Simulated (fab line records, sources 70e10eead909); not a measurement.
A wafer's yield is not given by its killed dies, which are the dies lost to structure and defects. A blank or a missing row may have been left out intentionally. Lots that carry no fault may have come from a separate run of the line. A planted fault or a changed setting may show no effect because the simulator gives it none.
fab line records    flow nand_harc    part 1 of 2: steps 1 to 25 of 35
record lots=5  wafers=15  last_day=24
route steps=1159 shown A_M1@1057 A_BONDPAD@1059
lots that met no fault: taken from a fault-free run of the same line
start_h: start of the lot's first displayed wafer, in hours after the record's first day    wait_h: hours from the lot's prior step to this one    " as in the row above    L1.1+2: a row that stands for several wafers    - no value, or no start given    * or withheld: withheld    < > ~ a bound
route shown NAME@n: names a module that has steps shown in the file, with the first one's number in the route    usual: mean/standard deviation taken from wafers without a fault    same: alike in all rows    chamber/n: place in a boat    sites: readings site by site    _std_site: the standard deviation of these    _edge_site: inner sites' mean taken away from outer sites' mean    radius_mm: how far each site lies from the wafer's centre    mask NAME#n: copy n    behind: the tool/chamber that last shaped the wafer    hold: reason for holding the lot/hours on hold/outcome of the hold    device: the transistor (n, p or np) that didn't switch    end of line: the route-end tests of the same wafers    a step given without rows: its recipe and nothing more    killed: at the first sort, the dies lost to defects and structure; wafer yield is something else    map: the dies of a wafer, with x for killed, . for not killed, _ for no die there
set.NAME: the setting as run; set.NAME@STEP: as run at that earlier step    model.NAME: the simulator's own value behind a step, which no gauge read
lots at selected steps of the route; one table per step, one row per wafer
services: a tool's chamber out of use, with start hour (start_h, from the record's first day; less than 0 if before it), hours out, and reason
## steps
# step NHARC_A_M1_PRE_CLEAN_32
# recipe time_s=12  temp_c=370  rf_power_w=300  gas=NH3
# usual heater_power_w=609/77
lot.wafer  tool      chamber  start_h  wait_h  heater_power_w
L078.3     pecvd-04  2        437.70   0.1     646
L078.6     "         1        "        "       606
L078.5     "         2        "        "       655
L079.2     pecvd-02  1        438.49   0.1     676
L079.4     "         1        "        "       661
L079.5     "         2        "        "       515
L084.3     pecvd-03  1        464.18   0.1     725
L084.5     "         0        "        "       530
L084.4     "         2        "        "       672
L085.2     pecvd-04  2        493.38   0.1     566
L085.3     "         1        "        "       583
L085.4     "         2        "        "       576
L093.1     pecvd-02  0        538.68   0.1     587
L093.6     "         0        "        "       604
L093.4     "         1        "        "       655
# step NHARC_A_M1_DEP_33
# recipe target_thk_a=300  temp_c=370  target_thk_nm=30  pressure_torr=3  flow_sccm=200  rf_w=450  material=SiCN
# usual heater_power_w=557/82
lot.wafer  tool      chamber  start_h  wait_h  heater_power_w
L078.3     pecvd-04  2        437.84   0.1     572
L078.6     "         1        "        "       547
L078.5     "         2        "        "       593
L079.2     pecvd-02  1        438.60   0.1     548
L079.4     "         1        "        "       549
L079.5     "         2        "        "       466
L084.3     pecvd-03  1        464.29   0.1     690
L084.5     "         0        "        "       490
L084.4     "         2        "        "       666
L085.2     pecvd-04  2        493.54   0.1     534
L085.3     "         1        "        "       598
L085.4     "         2        "        "       523
L093.1     pecvd-02  0        538.76   0.1     559
L093.6     "         0        "        "       554
L093.4     "         1        "        "       652
# step NHARC_A_BONDPAD_DEP_00
# recipe target_thk_a=2500  temp_c=370  target_thk_nm=250  pressure_torr=3  flow_sccm=200  rf_w=450  material=SiCN
# usual heater_power_w=569/85
lot.wafer  tool      chamber  start_h  wait_h  heater_power_w
L078.3     pecvd-04  0        -        -       391
L078.6     "         1        "        "       518
L078.5     "         2        "        "       498
L079.2     pecvd-02  2        -        -       553
L079.5     "         2        "        "       557
L079.4     "         1        "        "       613
L084.3     pecvd-01  1        464.84   -       717
L084.5     "         0        "        "       616
L084.4     "         2        "        "       534
L085.3     pecvd-01  2        494.20   -       486
L085.2     "         0        "        "       695
L085.4     "         2        "        "       501
L093.1     pecvd-04  1        539.31   -       615
L093.4     "         1        "        "       602
L093.6     "         0        "        "       365
# step NHARC_A_BONDPAD_CMP_29
# recipe target_thk_nm=200  material=SiCN
# usual motor_current_A=12.2/0.81
lot.wafer  tool    chamber  start_h  wait_h  motor_current_A
L078.3     cmp-04  1        438.78   -       11.4
L078.5     "       2        "        "       11.4
L078.6     "       3        "        "       13.2
L079.2     cmp-04  1        439.51   -       11.9
L079.4     "       3        "        "       13.7
L079.5     "       1        "        "       12.0
L084.3     cmp-04  1        465.23   -       11.8
L084.4     "       3        "        "       12.7
L084.5     "       1        "        "       11.7
L085.4     cmp-01  3        494.58   -       10.7
L085.2     "       0        "        "       11.9
L085.3     "       1        "        "       12.6
L093.1     cmp-01  2        539.74   -       11.8
L093.4     "       0        "        "       11.8
L093.6     "       2        "        "       12.2
# step NHARC_A_BONDPAD_THK_MEAS_30
# recipe thk_meas_gauge=ellipsometry
# usual thk_nm=199.9/1.7
lot.wafer  tool           chamber  start_h  wait_h  thk_nm
L078.3     film_metro-01  -        438.96   0.2     198.1
L078.5     "              -        "        "       199.6
L078.6     "              -        "        "       200.8
L079.2     film_metro-01  -        439.77   0.2     197.2
L079.4     "              -        "        "       199.8
L079.5     "              -        "        "       197.5
L084.3     film_metro-01  -        465.46   0.2     198.0
L084.4     "              -        "        "       201.2
L084.5     "              -        "        "       197.3
L085.2     film_metro-01  -        494.81   0.2     199.7
L085.3     "              -        "        "       199.2
L085.4     "              -        "        "       198.2
L093.1     film_metro-02  -        539.97   0.2     198.1
L093.4     "              -        "        "       199.4
L093.6     "              -        "        "       195.8
# step NHARC_A_BONDPAD_SRD_31
lot.wafer   tool          chamber  start_h  wait_h
L078.6+3+5  wet_bench-08  2,3,6    439.00   0.0
L079.2+4+5  wet_bench-08  2,3,4    439.82   0.0
L084.3+5+4  wet_bench-08  4,5,7    465.50   0.0
L085.2+4+3  wet_bench-10  1,3,6    494.85   0.0
L093.4+1+6  wet_bench-10  1,2,3    540.01   0.0
# step NHARC_A_BONDPAD_DEHYDRATE_01
# recipe temp_c=150  time_s=120
lot.wafer   tool            chamber  start_h  wait_h
L078.3+5+6  litho_track-03  0        439.08   0.1
L079.2+4+5  litho_track-02  0        439.89   0.1
L084.3+4+5  litho_track-03  0        465.58   0.1
L085.2+3+4  litho_track-05  0        494.94   0.1
L093.1+4+6  litho_track-05  0        540.09   0.1
# step NHARC_A_BONDPAD_HMDS_02
# recipe time_s=30
lot.wafer   tool            chamber  start_h  wait_h
L078.3+5+6  litho_track-03  0        -        -
L079.2+4+5  litho_track-02  0        -        -
L084.3+4+5  litho_track-03  0        -        -
L085.2+3+4  litho_track-05  0        -        -
L093.1+4+6  litho_track-05  0        -        -
# step NHARC_A_BONDPAD_COAT_33
# recipe temp_c=200  time_s=65
lot.wafer   tool            chamber  start_h  wait_h
L078.3+5+6  litho_track-03  0        -        -
L079.2+4+5  litho_track-02  0        -        -
L084.3+4+5  litho_track-03  0        -        -
L085.2+3+4  litho_track-05  0        -        -
L093.1+4+6  litho_track-05  0        -        -
# step NHARC_A_BONDPAD_COAT_03
# recipe spin_rpm=2000  resist_thk_nm=600
lot.wafer   tool            chamber  start_h  wait_h
L078.3+5+6  litho_track-03  0        -        -
L079.2+4+5  litho_track-02  0        -        -
L084.3+4+5  litho_track-03  0        -        -
L085.2+3+4  litho_track-05  0        -        -
L093.1+4+6  litho_track-05  0        -        -
# step NHARC_A_BONDPAD_SOFTBAKE_04
# recipe temp_c=125  time_s=70
lot.wafer   tool            chamber  start_h  wait_h
L078.3+5+6  litho_track-03  0        -        -
L079.2+4+5  litho_track-02  0        -        -
L084.3+4+5  litho_track-03  0        -        -
L085.2+3+4  litho_track-05  0        -        -
L093.1+4+6  litho_track-05  0        -        -
# step NHARC_A_BONDPAD_EBR_05
lot.wafer   tool            chamber  start_h  wait_h
L078.3+5+6  litho_track-03  0        -        -
L079.2+4+5  litho_track-02  0        -        -
L084.3+4+5  litho_track-03  0        -        -
L085.2+3+4  litho_track-05  0        -        -
L093.1+4+6  litho_track-05  0        -        -
# step NHARC_A_BONDPAD_EXPOSE_06
# recipe na=0.55  dose_mj=36.99  mask_id=A_BPAD
# usual exposure_dose_mJ_cm2=37.11/0.24
lot.wafer  tool            chamber  start_h  wait_h  mask      exposure_dose_mJ_cm2
L078.3     krf_scanner-01  0        439.38   -       A_BPAD#0  36.99
L078.5     "               0        "        "       A_BPAD#0  36.97
L078.6     "               0        "        "       A_BPAD#0  37.06
L079.2     krf_scanner-03  0        440.19   -       A_BPAD#0  36.93
L079.4     "               0        "        "       A_BPAD#0  36.99
L079.5     "               0        "        "       A_BPAD#0  36.99
L084.3     krf_scanner-02  0        465.88   -       A_BPAD#0  37.49
L084.4     "               0        "        "       A_BPAD#0  37.48
L084.5     "               0        "        "       A_BPAD#0  37.49
L085.2     krf_scanner-01  0        495.23   -       A_BPAD#0  36.93
L085.3     "               0        "        "       A_BPAD#0  36.91
L085.4     "               0        "        "       A_BPAD#0  36.89
L093.1     krf_scanner-01  0        540.26   -       A_BPAD#0  36.93
L093.4     "               0        "        "       A_BPAD#0  36.92
L093.6     "               0        "        "       A_BPAD#0  36.92
# step NHARC_A_BONDPAD_PEB_07
# recipe peb_temp_c=128  peb_time_s=80
lot.wafer   tool            chamber  start_h  wait_h
L078.3+5+6  litho_track-05  0        439.44   0.1
L079.2+4+5  litho_track-03  0        440.25   0.1
L084.3+4+5  litho_track-05  0        465.94   0.1
L085.2+3+4  litho_track-02  0        495.29   0.1
L093.1+4+6  litho_track-03  0        540.32   0.1
# step NHARC_A_BONDPAD_DEVELOP_08
# recipe time_s=50  dev_temp_c=22
lot.wafer   tool            chamber  start_h  wait_h
L078.3+5+6  litho_track-05  0        -        -
L079.2+4+5  litho_track-03  0        -        -
L084.3+4+5  litho_track-05  0        -        -
L085.2+3+4  litho_track-02  0        -        -
L093.1+4+6  litho_track-03  0        -        -
# step NHARC_A_BONDPAD_CD_MEAS_09
# recipe target_cd_nm=500  landing_energy_ev=500
# usual cd_nm=499.5/2.6
# same landing_energy_ev=500
lot.wafer  tool       chamber  start_h  wait_h  cd_nm
L078.3     cd_sem-02  0        439.53   -       503.6
L078.5     "          0        "        "       499.6
L078.6     "          0        "        "       498.2
L079.2     cd_sem-03  0        440.34   -       502.0
L079.4     "          0        "        "       499.1
L079.5     "          0        "        "       503.8
L084.3     cd_sem-01  0        466.03   -       498.8
L084.4     "          0        "        "       498.6
L084.5     "          0        "        "       499.7
L085.2     cd_sem-01  0        495.38   -       498.1
L085.3     "          0        "        "       498.6
L085.4     "          0        "        "       498.4
L093.1     cd_sem-02  0        540.41   -       501.2
L093.4     "          0        "        "       501.4
L093.6     "          0        "        "       497.8
# step NHARC_A_BONDPAD_OVL_MEAS_35
# usual overlay_x_nm=-1/5.7  overlay_y_nm=1/5.4
lot.wafer  tool        chamber  start_h  wait_h  overlay_x_nm  overlay_y_nm
L078.3     overlay-01  -        439.61   -       9             -11
L078.5     "           -        "        "       10            -10
L078.6     "           -        "        "       10            -10
L079.2     overlay-02  -        440.42   -       -8            -1
L079.4     "           -        "        "       -9            -2
L079.5     "           -        "        "       -8            -2
L084.3     overlay-01  -        466.11   -       -9            3
L084.4     "           -        "        "       -9            3
L084.5     "           -        "        "       -9            3
L085.2     overlay-02  -        495.46   -       4             1
L085.3     "           -        "        "       3             1
L085.4     "           -        "        "       4             2
L093.1     overlay-01  -        540.50   -       -1            5
L093.4     "           -        "        "       -2            5
L093.6     "           -        "        "       -1            4
# step NHARC_A_BONDPAD_HARDBAKE_10
# recipe temp_c=118  time_s=65
lot.wafer   tool            chamber  start_h  wait_h
L078.3+5+6  litho_track-05  0        439.66   0.0
L079.2+4+5  litho_track-03  0        440.47   0.0
L084.3+4+5  litho_track-03  0        466.16   0.1
L085.2+3+4  litho_track-02  0        495.51   0.0
L093.1+4+6  litho_track-03  0        540.54   0.0
# step NHARC_A_BONDPAD_DESCUM_11
# recipe time_s=3  o2_flow_sccm=200  ar_flow_sccm=0  bias_power_w=0  chemistry=O2
# usual chamber_pressure_mTorr=59.99/0.059  drypump_motor_current_A=6.0/0.38  o2_flow_sccm=200.1/0.56  oes_product_au=1.005/0.012  rf_vpp_V=57.8/0.9  showerhead_plenum_p_Torr=1.92/0.1  throttle_valve_pct=11.312/0.0089
lot.wafer  tool         chamber  start_h  wait_h  chamber_pressure_mTorr  drypump_motor_current_A  o2_flow_sccm  oes_product_au  rf_hours_counter_h  rf_vpp_V  showerhead_plenum_p_Torr  throttle_valve_pct
L078.3     rie_diel-06  2        439.74   -       59.99                   5.6                      200.7         1.017           1                   57.9      2.01                      11.322
L078.5     "            1        "        "       60.03                   5.8                      200.1         1.009           -                   57.3      1.91                      11.312
L078.6     "            2        "        "       60.08                   5.6                      199.6         1.006           -                   59.4      2.01                      11.299
L079.2     rie_diel-05  1        440.56   -       59.99                   6.1                      200.8         0.999           3                   60.5      1.96                      11.316
L079.4     "            3        "        "       59.94                   6.6                      199.4         1.024           -                   59.5      2.03                      11.318
L079.5     "            1        "        "       60.01                   6.1                      200.1         1.007           -                   57.3      1.96                      11.312
L084.4     rie_diel-05  1        466.24   -       59.98                   6.1                      199.5         0.992           4                   58.2      1.96                      11.327
L084.3     "            3        "        "       59.93                   6.6                      199.3         0.996           3                   57.7      2.03                      11.313
L084.5     "            1        "        "       59.88                   6.1                      201.0         0.993           -                   56.7      1.96                      11.310
L085.3     rie_diel-05  2        495.59   -       59.93                   6.2                      200.7         1.015           5                   55.9      1.80                      11.311
L085.2     "            0        "        "       59.96                   5.5                      200.1         0.993           4                   57.6      1.80                      11.342
L085.4     "            1        "        "       59.90                   6.1                      201.2         0.990           5                   57.6      1.96                      11.327
L093.4     rie_diel-05  3        540.62   -       60.05                   6.7                      199.7         1.005           1                   58.5      2.03                      11.325
L093.1     "            0        "        "       59.97                   5.5                      201.3         1.009           1                   58.3      1.80                      11.323
L093.6     "            3        "        "       60.01                   6.6                      199.9         1.001           -                   57.4      2.03                      11.328
# step NHARC_A_BONDPAD_ETCH_34
# recipe target_depth_a=600  overetch_a=180  time_s=65.91  ion_energy_ev=200  n2_flow_sccm=150  h2_flow_sccm=150  ar_flow_sccm=0  rf_w=400  bias_w=150  chemistry=N2/H2
# usual chamber_pressure_mTorr=30.000/0.029  drypump_motor_current_A=6.0/0.38  n2_flow_sccm=150.0/0.39  oes_product_au=1.005/0.013  rf_vpp_V=431/3.1  showerhead_plenum_p_Torr=2.04/0.11  throttle_valve_pct=14.172/0.0096
lot.wafer  tool         chamber  start_h  wait_h  chamber_pressure_mTorr  drypump_motor_current_A  n2_flow_sccm  oes_product_au  rf_hours_counter_h  rf_vpp_V  showerhead_plenum_p_Torr  throttle_valve_pct
L078.3     rie_diel-06  1        439.84   0.1     30.016                  5.8                      149.7         0.999           1                   432       2.03                      14.166
L078.6     "            2        "        "       30.031                  5.6                      150.5         1.002           -                   434       2.14                      14.170
L078.5     "            3        "        "       29.969                  6.1                      150.8         0.974           -                   434       2.22                      14.166
L079.2     rie_diel-05  3        440.65   0.1     30.010                  6.7                      149.3         1.019           2                   435       2.16                      14.175
L079.4     "            3        "        "       30.056                  6.7                      149.8         1.012           -                   434       2.16                      14.177
L079.5     "            1        "        "       29.993                  6.1                      149.8         1.010           -                   432       2.09                      14.178
L084.3     rie_diel-05  1        466.34   0.1     30.043                  6.0                      149.9         0.996           4                   433       2.09                      14.177
L084.4     "            3        "        "       30.039                  6.6                      150.1         1.005           3                   434       2.16                      14.176
L084.5     "            2        "        "       29.999                  6.2                      149.9         1.024           -                   427       1.92                      14.169
L085.4     rie_diel-05  2        495.67   0.1     29.966                  6.2                      149.5         1.013           5                   427       1.92                      14.154
L085.2     "            3        "        "       30.003                  6.7                      150.4         1.008           4                   432       2.16                      14.194
L085.3     "            0        "        "       30.000                  5.5                      149.8         1.001           4                   426       1.91                      14.184
L093.4     rie_diel-05  0        540.72   0.1     30.014                  5.5                      150.2         1.003           1                   427       1.91                      14.166
L093.1     "            1        "        "       29.981                  6.1                      149.7         0.999           0                   431       2.09                      14.187
L093.6     "            2        "        "       29.978                  6.2                      150.1         1.006           -                   427       1.92                      14.165
# step NHARC_A_BONDPAD_ETCH_12
# recipe target_depth_a=2200  time_s=110  chf3_flow_sccm=50  o2_flow_sccm=10  ar_flow_sccm=200  rf_w=500  bias_w=200  chemistry=CHF3/O2
# usual chamber_pressure_mTorr=25.000/0.022  drypump_motor_current_A=6.0/0.39  o2_flow_sccm=10.00/0.034  oes_product_au=0.952/0.023  rf_vpp_V=370.7/2.8  showerhead_plenum_p_Torr=2.40/0.12  throttle_valve_pct=20.573/0.009
lot.wafer  tool         chamber  start_h  wait_h  chamber_pressure_mTorr  drypump_motor_current_A  o2_flow_sccm  oes_product_au  rf_hours_counter_h  rf_vpp_V  showerhead_plenum_p_Torr  throttle_valve_pct
L078.3     rie_diel-06  1        -        -       24.969                  5.8                      10.05         0.957           1                   372.0     2.39                      20.553
L078.6     "            1        "        "       24.994                  5.8                      10.04         0.962           -                   369.3     2.39                      20.560
L078.5     "            2        "        "       24.980                  5.6                      9.99          0.955           -                   372.6     2.51                      20.567
L079.2     rie_diel-05  2        -        -       24.979                  6.2                      9.98          0.975           3                   368.2     2.27                      20.561
L079.5     "            2        "        "       24.986                  6.2                      10.04         0.975           -                   368.2     2.27                      20.570
L079.4     "            1        "        "       25.003                  6.1                      9.96          0.970           -                   371.1     2.46                      20.567
L084.3     rie_diel-05  3        -        -       25.006                  6.7                      9.97          0.921           3                   374.7     2.54                      20.569
L084.4     "            2        "        "       24.994                  6.2                      9.98          0.949           4                   368.1     2.27                      20.585
L084.5     "            3        "        "       24.996                  6.6                      9.97          0.927           -                   374.4     2.54                      20.579
L085.2     rie_diel-05  3        -        -       24.981                  6.6                      10.04         0.969           4                   373.4     2.54                      20.567
L085.4     "            0        "        "       24.964                  5.5                      10.04         0.978           4                   366.9     2.26                      20.592
L085.3     "            1        "        "       24.970                  6.1                      10.01         0.971           5                   371.1     2.45                      20.574
L093.1     rie_diel-05  3        -        -       25.011                  6.6                      9.99          0.968           1                   372.9     2.54                      20.581
L093.4     "            1        "        "       24.989                  6.1                      10.00         0.975           0                   372.1     2.45                      20.569
L093.6     "            3        "        "       24.986                  6.7                      10.00         0.961           -                   371.8     2.54                      20.581
# step NHARC_A_BONDPAD_CD_MEAS_13
# usual cd_nm=499.0/2.7
lot.wafer  tool       chamber  start_h  wait_h  cd_nm
L078.3     cd_sem-03  -        440.08   -       502.2
L078.5     "          -        "        "       499.3
L078.6     "          -        "        "       497.7
L079.2     cd_sem-01  -        440.92   -       500.7
L079.4     "          -        "        "       498.9
L079.5     "          -        "        "       504.0
L084.3     cd_sem-03  -        466.58   -       498.8
L084.4     "          -        "        "       497.3
L084.5     "          -        "        "       498.7
L085.2     cd_sem-03  -        495.91   -       495.8
L085.3     "          -        "        "       498.7
L085.4     "          -        "        "       498.8
L093.1     cd_sem-02  -        540.94   -       501.9
L093.4     "          -        "        "       502.8
L093.6     "          -        "        "       497.6
# step NHARC_A_BONDPAD_STRIP_15
# recipe o2_flow_sccm=500  ar_flow_sccm=0  bias_w=0  chemistry=O2
# usual chamber_pressure_mTorr=60.00/0.052  drypump_motor_current_A=6.0/0.36  o2_flow_sccm=499.7/1.6  oes_product_au=1.003/0.011  rf_vpp_V=57.7/0.87  showerhead_plenum_p_Torr=3.51/0.17  throttle_valve_pct=17.036/0.0096
lot.wafer  tool         chamber  start_h  wait_h  chamber_pressure_mTorr  drypump_motor_current_A  o2_flow_sccm  oes_product_au  rf_hours_counter_h  rf_vpp_V  showerhead_plenum_p_Torr  throttle_valve_pct
L078.3     rie_diel-05  2        440.17   0.1     59.96                   6.2                      502.3         1.014           3                   57.6      3.33                      17.017
L078.6     "            1        "        "       59.99                   6.1                      495.3         1.003           -                   58.1      3.60                      17.027
L078.5     "            2        "        "       60.00                   6.2                      502.6         1.002           -                   57.0      3.33                      17.034
L079.2     rie_diel-05  2        441.02   0.1     60.02                   6.2                      501.8         1.006           3                   58.2      3.33                      17.034
L079.5     "            1        "        "       60.01                   6.1                      498.4         0.997           -                   57.9      3.61                      17.037
L079.4     "            3        "        "       60.03                   6.7                      498.9         1.007           -                   59.6      3.72                      17.039
L084.4     rie_diel-05  2        466.67   0.1     59.99                   6.2                      497.0         1.019           4                   57.2      3.33                      17.041
L084.3     "            3        "        "       59.94                   6.7                      502.7         1.014           3                   57.4      3.72                      17.031
L084.5     "            1        "        "       60.08                   6.1                      501.7         1.006           -                   58.6      3.61                      17.046
L085.2     rie_diel-03  0        495.99   0.1     59.98                   6.1                      500.4         0.988           36                  57.9      3.37                      17.016
L085.3     "            1        "        "       60.10                   6.4                      501.0         0.998           36                  57.2      3.39                      17.040
L085.4     "            2        "        "       60.04                   5.9                      502.5         1.002           36                  59.2      3.79                      17.009
L093.4     rie_diel-05  1        541.02   0.1     59.96                   6.0                      501.3         0.999           0                   59.5      3.60                      17.034
L093.1     "            3        "        "       59.99                   6.7                      502.3         1.008           1                   58.3      3.72                      17.032
L093.6     "            2        "        "       59.95                   6.2                      498.9         1.016           -                   56.9      3.33                      17.043
# step NHARC_A_BONDPAD_ETCH_24
# recipe target_depth_a=300  over_etch_frac=0.3  time_s=72.99  ion_energy_ev=150  cf4_flow_sccm=50  n2_flow_sccm=100  ar_flow_sccm=150  rf_w=300  bias_w=100  chemistry=CF4/N2
# usual chamber_pressure_mTorr=30.002/0.03  drypump_motor_current_A=6.0/0.36  n2_flow_sccm=100.0/0.31  oes_product_au=1.003/0.011  rf_vpp_V=314.0/2.4  showerhead_plenum_p_Torr=2.62/0.13  throttle_valve_pct=19.794/0.0091
lot.wafer  tool         chamber  start_h  wait_h  chamber_pressure_mTorr  drypump_motor_current_A  n2_flow_sccm  oes_product_au  rf_hours_counter_h  rf_vpp_V  showerhead_plenum_p_Torr  throttle_valve_pct
L078.3     rie_diel-05  3        440.33   0.1     30.002                  6.6                      99.7          1.023           2                   316.5     2.77                      19.781
L078.6     "            3        "        "       29.999                  6.7                      99.5          1.009           -                   317.2     2.77                      19.791
L078.5     "            1        "        "       30.047                  6.1                      99.9          1.004           -                   316.2     2.68                      19.797
L079.2     rie_diel-05  2        441.18   0.1     29.969                  6.2                      99.2          1.008           3                   312.0     2.48                      19.794
L079.4     "            2        "        "       29.998                  6.2                      99.2          1.009           -                   311.1     2.48                      19.797
L079.5     "            3        "        "       29.979                  6.6                      100.0         1.023           -                   316.3     2.77                      19.783
L084.3     rie_diel-05  1        -        -       29.958                  6.1                      100.2         1.003           4                   315.1     2.68                      19.795
L084.4     "            1        "        "       30.017                  6.1                      100.2         0.994           -                   313.9     2.68                      19.785
L084.5     "            3        "        "       30.045                  6.6                      100.2         1.004           -                   316.7     2.77                      19.789
L085.3     rie_diel-03  0        -        -       29.984                  6.1                      99.7          0.997           36                  314.1     2.51                      19.778
L085.2     "            2        "        "       29.936                  5.9                      99.7          0.998           37                  317.2     2.82                      19.794
L085.4     "            3        "        "       29.968                  6.2                      100.1         0.982           37                  314.5     2.70                      19.796
L093.4     rie_diel-05  0        -        -       30.011                  5.5                      100.0         0.998           1                   310.9     2.47                      19.795
L093.1     "            2        "        "       30.024                  6.2                      100.1         1.013           1                   310.6     2.48                      19.796
L093.6     "            3        "        "       29.970                  6.6                      99.8          0.995           -                   317.4     2.77                      19.777
# step NHARC_A_BONDPAD_STRIP_16
# recipe time_s=600  temp_c=30  chemistry=post_etch_residue_remover
lot.wafer   tool          chamber  start_h  wait_h
L078.6+5+3  wet_bench-10  0,2,3    440.47   -
L079.5+4+2  wet_bench-10  4,6,1    441.33   -
L084.5+4+3  wet_bench-10  2,5,6    466.95   -
L085.4+3+2  wet_bench-10  1,2,5    496.26   -
L093.4+6+1  wet_bench-10  3,5,0    541.31   -
